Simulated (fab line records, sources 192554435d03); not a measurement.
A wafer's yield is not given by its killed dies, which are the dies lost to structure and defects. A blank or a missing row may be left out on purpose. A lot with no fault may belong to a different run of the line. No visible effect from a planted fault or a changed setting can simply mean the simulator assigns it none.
Matching of chambers ; flow n5Finfet ; N5_BEOL_M1_DEP_57 on pecvd-03 has 3 sister chambers
The step deposits SiCN from 3MS/NH3, target thk 8 nm, time 14 s. 6 wafers are shown with their chamber, then 9 later ones without.

## WAFERS PAIRED WITH THEIR CHAMBERS
wafer;chamber;throttleValvePct (%);showerheadPlenumPTorr (Torr)
L087.3;1;9.0;3.655
L087.4;0;9.5;3.663
L087.5;2;8.0;3.669
L088.3;2;8.1;3.663
L088.5;0;9.9;3.665
L088.6;1;8.7;3.649

## WAFERS WITH NO CHAMBER GIVEN
wafer;throttleValvePct (%);showerheadPlenumPTorr (Torr)
L090.1;8.6;3.659
L090.2;7.9;3.666
L090.6;8.2;3.667
L091.3;9.6;3.666
L091.4;9.4;3.672
L091.5;8.6;3.651
L096.1;8.8;3.656
L096.2;8.2;3.672
L096.4;9.0;3.652

## EACH ONE'S CHAMBER
wafer;from the rows above;in truth
L090.1;can't be placed: 1 or 2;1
L090.2;2;2
L090.6;2;2
L091.3;0;0
L091.4;0;0
L091.5;1;1
L096.1;1;1
L096.2;2;2
L096.4;1;1
Correctly placed: 8 of 9. These rows do not allow placing 1 (true chamber among the candidates in 1). Placed wrongly: 0.
How it was worked out, from the rows above alone: a wafer's distance from a chamber is the root of the sum, over the readings, of the square of ((its reading less the chamber's mean) divided by the reading's scatter). If the next closest chamber is less than 2 further off than the closest, the wafer can't be placed; otherwise it belongs to the closest. Each chamber's mean is taken over the wafers shown for it. The scatter: take each reading less its chamber's mean, square it, sum over the shown wafers, divide by the number of wafers less the number of chambers, and take the root.
